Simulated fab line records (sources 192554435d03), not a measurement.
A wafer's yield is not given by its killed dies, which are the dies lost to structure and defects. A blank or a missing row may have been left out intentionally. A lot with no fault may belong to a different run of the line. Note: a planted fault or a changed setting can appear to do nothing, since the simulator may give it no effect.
fab line records	flow n5Finfet
record lots=7	wafers=21	lastDay=17
route steps=1938 shown FIN_CUT@175 STI_FIN_REVEAL@183 PASSIVATION@1936
lots that met no fault: taken from a fault-free run of the same line
startH: hours from the record's opening day to when the first of the lot's shown wafers began	waitH: hours elapsed since this lot's preceding step	" the same as in the row above	L1.1+2: a single row standing in for several wafers	- value missing, or start not given	* or withheld: withheld	< > ~ a bound
route shown NAME@n: a module of which the file shows steps, and the number in the route of the first	usual: mean/standard deviation taken from wafers without a fault	same: alike in all rows	chamber/n: place in a boat	sites: each site's reading	_std_site: the standard deviation of these	_edge_site: mean of outer sites minus mean of inner sites	radiusMm: for every site, how far away it sits from the centre of the wafer	mask NAME#n: copy n	behind: the tool/chamber that last shaped the wafer	hold: what put the lot on hold/how long, in hours/how the hold closed	device: the n, p or np transistor that did not switch	end of line: tests run on the same wafers once the route is complete	a step without rows: its recipe alone	killed: the dies lost at the first sort to structure and to defects; this is not the yield of the wafer	map: a wafer's dies, x killed, . not, _ none there
set.NAME: the setting that was run; set.NAME@STEP: the one run at that earlier step	model.NAME: the simulator's own value behind a step, which no gauge read
lots at selected steps of the route; one table per step, one row per wafer
services: a tool's chamber out of use, with start hour (startH, from the record's first day; less than 0 if before it), hours out, and reason
## steps
# step N5_FIN_CUT_PRECLEAN_35
# recipe timeS=13.3	tempC=45	pressureTorr=125	pHfTorr=3	pCoreactantTorr=25	chemistry=vHF
# usual drypumpMotorCurrentA=5.86/0.15
lot.wafer	tool	chamber	startH	waitH	drypumpMotorCurrentA
L470.1	vaporEtch-01	0	78.06	0.0	5.77
L470.4	"	0	"	"	5.75
L470.5	"	0	"	"	5.79
L471.2	vaporEtch-02	1	82.48	0.0	5.70
L471.4	"	0	"	"	5.82
L471.5	"	1	"	"	5.70
L475.4	vaporEtch-01	0	107.56	0.1	5.78
L475.5	"	1	"	"	6.08
L475.6	"	0	"	"	5.73
L476.4	vaporEtch-02	0	111.89	0.1	5.83
L476.5	"	0	"	"	5.84
L476.6	"	1	"	"	5.70
L477.2	vaporEtch-02	0	117.16	0.0	5.84
L477.5	"	0	"	"	5.82
L477.6	"	1	"	"	5.70
L479.1	vaporEtch-01	0	129.22	0.0	5.76
L479.2	"	1	"	"	6.10
L479.5	"	0	"	"	5.76
L482.4	vaporEtch-01	1	149.39	0.1	6.08
L482.5	"	1	"	"	6.08
L482.6	"	0	"	"	5.72
# step N5_FIN_CUT_CUT_ETCH_15
# recipe chemistry=HBr/Cl2/O2	target=Si	targetDepthA=1000	btTimeS=10	maskMaterial=SOC	timeS=42.4	ionEnergyEv=*	biasW=*	pressureMtorr=10	icpW=800	HBr_flow_sccm=150	Cl2_flow_sccm=80	O2_flow_sccm=12
# usual HBr_flow_sccm=149.9/0.38	chamberPressureMTorr=10.000/0.01	drypumpMotorCurrentA=5.7/0.43	oes_o_777_au=0.99/0.08	oesProductAu=0.987/0.015	throttleValvePct=37.3/0.36
lot.wafer	tool	chamber	startH	waitH	HBr_flow_sccm	chamberPressureMTorr	drypumpMotorCurrentA	oes_o_777_au	oesProductAu	rfHoursCounterH	throttleValvePct
L470.1	rieSi-04	3	78.15	0.1	149.9	9.988	5.6	0.94	0.978	144	37.3
L470.4	"	2	"	"	150.1	10.015	6.6	1.00	1.002	20	37.9
L470.5	"	2	"	"	149.7	10.000	6.5	1.00	1.002	-	37.9
L471.2	rieSi-06	2	82.56	0.1	149.9	10.013	5.2	0.97	1.008	0	37.3
L471.4	"	3	"	"	150.4	9.992	6.2	1.07	0.988	156	37.8
L471.5	"	1	"	"	150.5	9.991	6.3	1.02	1.006	-	37.9
L475.4	rieSi-01	1	107.62	0.0	150.4	9.988	5.2	0.95	0.984	10	36.9
L475.5	"	2	"	"	150.3	10.003	5.7	1.12	0.962	-	36.9
L475.6	"	3	"	"	149.8	9.991	5.8	0.88	1.000	-	37.6
L476.4	rieSi-01	1	111.95	0.0	150.5	10.004	5.2	0.96	0.983	10	36.9
L476.5	"	3	"	"	150.1	10.008	5.8	0.87	0.995	-	37.6
L476.6	"	2	"	"	150.5	10.008	5.8	1.11	0.965	-	36.9
L477.2	rieSi-04	3	117.24	0.1	150.0	10.007	5.6	0.93	0.983	144	37.3
L477.5	"	1	"	"	149.9	10.010	5.4	0.88	0.964	-	37.0
L477.6	"	0	"	"	150.0	9.989	5.5	1.10	0.989	-	37.4
L479.1	rieSi-06	3	129.30	0.1	149.7	9.989	6.2	1.07	0.994	157	37.8
L479.2	"	2	"	"	149.7	9.990	5.2	0.97	1.012	1	37.3
L479.5	"	0	"	"	149.4	9.993	5.9	0.96	0.970	-	37.0
L482.4	rieSi-06	2	149.45	0.0	149.9	10.016	5.1	0.96	1.017	1	37.3
L482.5	"	3	"	"	149.8	9.996	6.2	1.06	0.987	-	37.8
L482.6	"	2	"	"	149.4	9.994	5.2	0.97	1.014	-	37.3
# step N5_FIN_CUT_CUT_ETCH_28
# recipe chemistry=HBr/Cl2/O2	target=Si	targetDepthA=60	maskMaterial=SOC	timeS=2.4	ionEnergyEv=*	biasW=*	pressureMtorr=10	icpW=800	HBr_flow_sccm=150	Cl2_flow_sccm=80	O2_flow_sccm=12
# usual HBr_flow_sccm=150.0/0.44	chamberPressureMTorr=9.999/0.0078	drypumpMotorCurrentA=5.7/0.43	oes_o_777_au=0.99/0.08	oesProductAu=0.987/0.015	throttleValvePct=37.3/0.36
lot.wafer	tool	chamber	startH	waitH	HBr_flow_sccm	chamberPressureMTorr	drypumpMotorCurrentA	oes_o_777_au	oesProductAu	rfHoursCounterH	throttleValvePct
L470.1	rieSi-04	3	78.20	0.0	151.1	9.993	5.6	0.93	0.978	144	37.3
L470.4	"	2	"	"	149.6	10.003	6.5	1.00	1.007	20	37.9
L470.5	"	2	"	"	149.9	10.001	6.5	1.01	1.007	-	37.9
L471.2	rieSi-06	2	82.62	0.0	149.9	10.004	5.2	0.96	1.013	0	37.3
L471.4	"	3	"	"	149.7	9.997	6.2	1.06	0.985	156	37.8
L471.5	"	1	"	"	150.2	10.000	6.3	1.03	1.002	-	37.9
L475.4	rieSi-01	1	107.68	0.0	149.3	10.007	5.2	0.95	0.986	10	36.9
L475.5	"	2	"	"	149.2	10.015	5.8	1.11	0.969	-	36.9
L475.6	"	3	"	"	149.7	9.987	5.7	0.88	1.000	-	37.6
L476.4	rieSi-01	1	112.00	0.0	149.4	10.006	5.2	0.95	0.986	10	36.9
L476.5	"	3	"	"	149.5	10.005	5.8	0.88	0.994	-	37.6
L476.6	"	2	"	"	150.0	9.999	5.8	1.12	0.967	-	36.9
L477.2	rieSi-04	3	117.29	0.0	150.3	9.986	5.6	0.94	0.978	144	37.3
L477.5	"	1	"	"	149.9	9.985	5.4	0.87	0.969	-	37.0
L477.6	"	0	"	"	148.8	9.998	5.5	1.09	0.994	-	37.4
L479.1	rieSi-06	3	129.35	0.0	150.6	10.003	6.2	1.06	0.993	157	37.8
L479.2	"	2	"	"	149.8	10.004	5.2	0.96	1.012	1	37.3
L479.5	"	0	"	"	150.1	10.012	5.9	0.96	0.965	-	37.0
L482.4	rieSi-06	2	149.50	0.0	149.9	10.003	5.2	0.97	1.012	1	37.3
L482.5	"	3	"	"	150.0	10.000	6.3	1.07	0.990	-	37.8
L482.6	"	2	"	"	150.1	10.006	5.2	0.97	1.006	-	37.3
# step N5_FIN_CUT_STRIP_22
# recipe chemistry=N2/H2	powerW=500	tempC=40	pressureMtorr=50	rfFrequencyHz=6e+07	overashFraction=0.3	biasPowerW=8	h2Frac=0.5	n2FlowSccm=300	h2FlowSccm=300
# usual biasPowerW=7.999/0.021	chamberPressureMTorr=49.99/0.12	drypumpMotorCurrentA=5.9/0.45	oesProductAu=0.76/0.057	rfVppV=54.1/2.2	showerheadPlenumPTorr=3.38/0.13	throttleValvePct=19.0/0.35
lot.wafer	tool	chamber	startH	waitH	biasPowerW	chamberPressureMTorr	drypumpMotorCurrentA	oesProductAu	rfHoursCounterH	rfVppV	showerheadPlenumPTorr	throttleValvePct
L470.1	rieDiel-03	1	78.52	0.3	7.979	50.16	6.9	0.71	171	54.0	3.20	18.8
L470.4	"	2	"	"	8.004	50.01	6.2	0.73	170	54.9	3.48	18.8
L470.5	"	0	"	"	8.018	49.82	5.8	0.80	-	55.9	3.51	19.3
L471.2	rieDiel-06	3	82.77	0.1	7.992	50.05	5.9	0.80	96	50.8	3.13	19.0
L471.4	"	2	"	"	8.015	49.91	5.7	0.72	214	54.9	3.29	19.3
L471.5	"	0	"	"	7.995	49.91	6.6	0.76	-	52.9	3.24	18.4
L475.4	rieDiel-03	3	107.75	0.1	7.969	49.86	5.8	0.80	87	54.7	3.28	18.7
L475.5	"	1	"	"	8.007	50.01	6.8	0.68	-	50.5	3.20	18.9
L475.6	"	0	"	"	8.007	49.96	5.8	0.79	-	53.6	3.50	19.2
L476.4	rieDiel-03	0	112.07	0.0	7.962	49.98	5.8	0.79	132	52.2	3.50	19.2
L476.5	"	0	"	"	7.990	49.94	5.8	0.79	-	57.0	3.50	19.2
L476.6	"	3	"	"	8.004	50.26	5.8	0.81	-	52.8	3.28	18.7
L477.2	rieDiel-01	2	117.54	0.2	7.988	49.93	5.4	0.73	166	55.1	3.50	19.1
L477.5	"	3	"	"	8.026	49.94	5.4	0.81	-	54.7	3.42	19.9
L477.6	"	1	"	"	7.979	50.17	5.5	0.70	-	54.0	3.42	19.1
L479.1	rieDiel-06	0	129.42	0.0	8.044	49.99	6.6	0.77	170	57.1	3.23	18.4
L479.2	"	1	"	"	8.028	49.87	6.5	0.91	21	54.7	3.58	18.9
L479.5	"	0	"	"	8.007	49.92	6.5	0.77	-	57.9	3.23	18.5
L482.4	rieDiel-03	1	149.57	0.0	8.020	50.03	6.8	0.69	193	53.0	3.19	18.9
L482.5	"	2	"	"	7.965	49.94	6.2	0.71	-	49.4	3.47	18.8
L482.6	"	3	"	"	8.012	49.99	5.9	0.82	-	56.7	3.27	18.7
# step N5_FIN_CUT_PRECLEAN_36
# recipe chemistry=O3/DIW	timeS=60	tempC=22	o3Ppm=10
# step N5_FIN_CUT_SRD_32
# recipe dry=ipaMarangoni	timeS=30	tempC=23	rinseLiquid=diw
# step N5_FIN_CUT_UV_OZONE_34
# recipe timeS=120	pressureTorr=760	tempC=25
# step N5_FIN_CUT_INSPECT_17
# recipe inspectInstrument=brightfield	mode=aei
# usual rawDefectCount=223/61
lot.wafer	tool	chamber	startH	waitH	rawDefectCount
L470.1	defectInspect-01	-	78.68	0.0	222
L470.4	"	-	"	"	192
L470.5	"	-	"	"	163
L471.2	defectInspect-01	-	82.93	0.0	151
L471.4	"	-	"	"	234
L471.5	"	-	"	"	156
L475.4	defectInspect-02	-	107.92	0.0	132
L475.5	"	-	"	"	203
L475.6	"	-	"	"	190
L476.4	defectInspect-01	-	112.24	0.0	344
L476.5	"	-	"	"	248
L476.6	"	-	"	"	361
L477.2	defectInspect-02	-	117.70	0.0	290
L477.5	"	-	"	"	324
L477.6	"	-	"	"	250
L479.1	defectInspect-01	-	129.65	0.0	267
L479.2	"	-	"	"	247
L479.5	"	-	"	"	181
L482.4	defectInspect-02	-	149.74	0.0	291
L482.5	"	-	"	"	286
L482.6	"	-	"	"	277
# step N5_STI_FIN_REVEAL_ALD_00
# recipe material=SiO2	targetThkA=10	tempC=300	aldPrecursorFamily=BDEAS	aldCoReactant=O2-plasma	pulseTimeS=1	pressureTorr=2
# usual heaterPowerW=467/33	precursorPulseHeightRel=1.001/0.02
lot.wafer	tool	chamber	startH	waitH	heaterPowerW	precursorPulseHeightRel
L470.1	aldSin-04	3	78.72	0.0	511	1.016
L470.4	"	2	"	"	422	0.989
L470.5	"	3	"	"	494	1.010
L471.2	aldSin-02	0	82.96	0.0	463	1.017
L471.4	"	1	"	"	496	1.006
L471.5	"	0	"	"	474	0.996
L475.4	aldSin-02	2	107.95	0.0	435	0.995
L475.5	"	1	"	"	498	0.991
L475.6	"	2	"	"	444	1.005
L476.4	aldSin-02	1	112.30	0.1	491	0.975
L476.5	"	3	"	"	420	0.996
L476.6	"	2	"	"	435	0.952
L477.2	aldSin-04	2	117.73	0.0	423	0.972
L477.5	"	2	"	"	438	1.033
L477.6	"	1	"	"	468	1.008
L479.1	aldSin-04	0	129.68	0.0	453	0.961
L479.2	"	1	"	"	454	1.005
L479.5	"	1	"	"	455	1.007
L482.4	aldSin-04	1	149.77	0.0	463	1.018
L482.5	"	0	"	"	461	1.009
L482.6	"	3	"	"	503	0.998
# step N5_STI_FIN_REVEAL_ALD_14
# recipe material=Si3N4	targetThkA=30	tempC=400	aldPrecursorFamily=SiH2I2	aldCoReactant=N2/H2-plasma	pressureTorr=2
# step N5_STI_FIN_REVEAL_FCVD_FILL_01
# recipe material=SiO2_flowable	targetThkA=3120	tempC=100	pressureTorr=0.8	rfW=2000	timeS=512.2
# step N5_STI_FIN_REVEAL_DENSIFY_02
# recipe tempC=650	ambient=steam	timeS=1800	idleTempC=400	densificationPH2oTorr=640
# step N5_STI_FIN_REVEAL_CMP_04
# recipe stopOn=Si3N4	tOverpolishS=4	downForcePsi=2	platenRpm=54.18	postCmpClean=alkalineBrush	padVelocityMS=1.078	targetThkNm=131.83
# usual motorCurrentA=8.0/0.97	overpolishRunS=4.000/0.0092	timeToEndpointS=105/7.6
lot.wafer	tool	chamber	startH	waitH	motorCurrentA	overpolishRunS	timeToEndpointS
L470.4	cmp-02	0	83.81	0.0	7.3	3.991	113
L470.1	"	2	"	"	6.1	4.003	108
L470.5	"	0	"	"	7.1	4.004	113
L471.2	cmp-01	0	88.81	0.1	9.0	4.001	115
L471.4	"	2	"	"	7.5	3.994	104
L471.5	"	1	"	"	7.0	4.000	100
L475.4	cmp-02	0	113.08	0.1	7.4	4.000	228
L475.6	"	3	"	"	8.4	3.999	104
L475.5	"	0	"	"	7.1	3.994	119
L476.4	cmp-02	1	117.61	0.3	9.2	4.007	227
L476.6	"	3	"	"	8.1	3.995	111
L476.5	"	0	"	"	7.4	4.008	114
L477.2	cmp-02	1	123.50	0.1	9.2	3.998	229
L477.5	"	3	"	"	8.1	4.008	111
L477.6	"	0	"	"	7.4	4.012	110
L479.1	cmp-04	2	134.77	0.0	8.1	4.005	104
L479.2	"	1	"	"	7.9	3.986	105
L479.5	"	3	"	"	8.1	4.007	88
L482.4	cmp-01	3	154.86	0.0	8.3	4.010	113
L482.5	"	3	"	"	8.6	3.992	114
L482.6	"	0	"	"	9.3	3.997	114
# step N5_STI_FIN_REVEAL_THK_MEAS_05
# usual thkNm=131.7/1.5
lot.wafer	tool	chamber	startH	waitH	thkNm
L470.1	filmMetro-02	-	84.11	-	132.0
L470.4	"	-	"	"	133.8
L470.5	"	-	"	"	132.8
L471.2	filmMetro-02	-	89.10	-	132.8
L471.4	"	-	"	"	130.2
L471.5	"	-	"	"	130.6
L475.4	filmMetro-02	-	113.34	-	136.0
L475.5	"	-	"	"	134.6
L475.6	"	-	"	"	133.3
L476.4	filmMetro-02	-	117.83	-	134.1
L476.5	"	-	"	"	132.6
L476.6	"	-	"	"	131.6
L477.2	filmMetro-01	-	123.72	-	135.0
L477.5	"	-	"	"	131.6
L477.6	"	-	"	"	132.7
L479.1	filmMetro-01	-	135.07	-	130.4
L479.2	"	-	"	"	131.5
L479.5	"	-	"	"	128.4
L482.4	filmMetro-02	-	155.17	-	132.3
L482.5	"	-	"	"	131.4
L482.6	"	-	"	"	133.0
# step N5_PASSIVATION_PROBE_49
# usual killed_at_M0_to_M3=34/11	killed_at_M4_up=13/5.2	killedAtContacts=13/6.3	killedAtFrontEnd=40/14	killedAtOther=3.2/2.4	killedDies=104/19	killedOpen=69/14	killedShort=32/7.5
# same grossDies=1180	killedAtBackSide=0
lot.wafer	tool	chamber	startH	waitH	killed_at_M0_to_M3	killed_at_M4_up	killedAtContacts	killedAtFrontEnd	killedAtOther	killedDies	killedOpen	killedShort
L470.1	prober-02	-	315.59	0.0	38	5	6	36	3	88	62	24
L470.4	prober-02	-	315.74	0.2	45	18	11	37	9	120	74	45
L470.5	prober-02	-	315.79	0.2	25	8	16	42	3	94	63	30
L475.4	prober-02	-	349.87	0.2	37	15	18	27	5	102	70	27
L475.5	prober-02	-	349.92	0.2	27	13	18	29	3	90	63	27
L475.6	prober-02	-	349.97	0.3	18	6	11	36	2	73	48	23
L482.4	prober-02	-	400.61	0.2	46	12	6	40	3	107	68	37
L482.5	prober-02	-	400.66	0.2	33	11	14	32	0	90	56	29
L482.6	prober-02	-	400.71	0.3	45	8	21	48	0	122	77	43
# killed by level:class
L470.1 BEOL_M2:geometricParticle:open=16 FIN_SAQP:geometricParticle:open=12 BEOL_M3:geometricParticle:open=9 FIN_SAQP:geometricParticle:short=6 MOL_CONTACT_COAG:geometricParticle:open=5 STI_FIN_REVEAL:geometricParticle:open=4 BEOL_M0_SAQP:geometricParticle:short=4 BEOL_M1:geometricParticle:open=4
L470.4 BEOL_M4:geometricParticle:open=12 MOL_CONTACT_COAG:geometricParticle:open=10 BEOL_M0_SAQP:geometricParticle:short=10 FIN_SAQP:geometricParticle:short=9 BEOL_M2:geometricParticle:open=9 STI_FIN_REVEAL:geometricParticle:open=8 BEOL_M0:geometricParticle:open=6 BEOL_M0_SAQP:geometricParticle:open=5
L470.5 MOL_CONTACT_COAG:geometricParticle:open=12 DUMMY_GATE:geometricParticle:open=8 BEOL_M2:geometricParticle:open=7 FIN_SAQP:geometricParticle:open=5 ILD0:geometricParticle:open=5 STI_FIN_REVEAL:geometricParticle:open=4 MOL_CONTACT_COAG:geometricParticle:short=4 BEOL_M0_SAQP:geometricParticle:short=4
L475.4 MOL_CONTACT_COAG:geometricParticle:open=14 BEOL_M2:geometricParticle:open=10 FIN_SAQP:geometricParticle:open=9 BEOL_M4:geometricParticle:open=7 BEOL_M1:geometricParticle:open=6 BEOL_M0_SAQP:geometricParticle:short=5 STI_FIN_REVEAL:geometricParticle:open=4 BEOL_M0_SAQP:geometricParticle:open=4
L475.5 MOL_CONTACT_COAG:geometricParticle:open=17 BEOL_M2:geometricParticle:open=8 BEOL_M4:geometricParticle:open=8 BEOL_M0_SAQP:geometricParticle:open=6 STI_FIN_REVEAL:geometricParticle:open=4 STI_FIN_REVEAL:geometricParticle:short=4 ILD0:geometricParticle:short=4 GATE_CUT:geometricParticle:short=4
L475.6 MOL_CONTACT_COAG:geometricParticle:open=8 BEOL_M2:geometricParticle:open=7 FIN_SAQP:geometricParticle:open=5 FIN_SAQP:geometricParticle:short=4 STI_FIN_REVEAL:geometricParticle:open=4 DUMMY_GATE:geometricParticle:open=4 BEOL_M3:geometricParticle:open=4 STARTING-WAFER:geometricParticle:short=4
L482.4 BEOL_M2:geometricParticle:open=11 BEOL_M0_SAQP:geometricParticle:open=8 STI_FIN_REVEAL:geometricParticle:open=7 FIN_SAQP:geometricParticle:open=6 GATE_CUT:geometricParticle:short=6 BEOL_M3:geometricParticle:open=6 MOL_CONTACT_COAG:geometricParticle:open=5 BEOL_M0_SAQP:geometricParticle:short=5
L482.5 BEOL_M2:geometricParticle:open=12 STI_FIN_REVEAL:geometricParticle:open=9 MOL_CONTACT_COAG:geometricParticle:open=8 MOL_CONTACT_COAG:geometricParticle:short=6 BEOL_M1:geometricParticle:open=6 BEOL_M3:geometricParticle:open=4 FIN_SAQP:geometricParticle:short=3 SPACER0:geometricParticle:short=3
L482.6 MOL_CONTACT_COAG:geometricParticle:open=17 STI_FIN_REVEAL:geometricParticle:open=14 BEOL_M2:geometricParticle:open=9 BEOL_M3:geometricParticle:short=9 BEOL_M0_SAQP:geometricParticle:short=8 BEOL_M0_SAQP:geometricParticle:open=7 STI_FIN_REVEAL:geometricParticle:short=5 STARTING-WAFER:geometricParticle:open=5
## services
tool	chamber	startH	hours	kind
rieSi-06	2	60.06	-	clean
rieSi-06	2	60.06	19.8	scheduledDown
rieSi-06	2	60.06	19.8	ventCycle
rieSi-04	3	66.80	8.6	repair
cmp-04	-	70.46	2.0	repair
aldSin-02	-	75.70	0.6	repair
aldSin-04	-	79.54	14.6	pm
cmp-02	-	86.03	4.8	pm
rieDiel-01	0	90.51	8.2	repair
rieDiel-06	0	92.45	4.8	repair
rieSi-01	-	95.36	2.8	pm
aldSin-04	-	95.57	0.2	repair
cmp-02	-	98.95	0.2	repair
aldSin-04	3	103.49	7.6	repair
aldSin-02	0	109.50	4.8	repair
rieDiel-01	0	116.14	1.5	repair
rieDiel-01	2	127.11	6.6	repair
cmp-02	-	130.90	4.0	pm
cmp-02	-	134.90	-	consumableReplace:conditioner
cmp-02	-	134.90	-	consumableReplace:pad
rieDiel-03	2	140.26	5.8	repair
cmp-01	-	146.36	3.7	repair
rieDiel-06	1	154.34	5.2	repair
## key
firstSign step=N5_STI_FIN_REVEAL_CMP_04	reading=timeToEndpointS	direction=up	sigmas=16	usual=*	struck=*
effect step=N5_STI_FIN_REVEAL_THK_MEAS_05	reading=thkNm	direction=up	sigmas=2.3	usual=*	struck=*
metAt N5_STI_FIN_REVEAL_CMP_04
struckWafers L475.4,L476.4,L477.2
testerLeftOut L475,L476,L477
onsetBetween 83.81 113.08
fault kind=processParameterDrift	tool=cmp-02	chamber=-	onsetH=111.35	steps=N5_STI_FIN_REVEAL_CMP_04	channel=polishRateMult	offset=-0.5	shape=step	endH=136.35	scope=struckWafersOnly
# testerLeftOut: of these lots the tester's yield and bins aren't shown, on N5 and GAA mostly nor the transistor test; their killed dies are dies lost to structure and defects alone, not to doping, threshold or leakage, so they don't give the yield
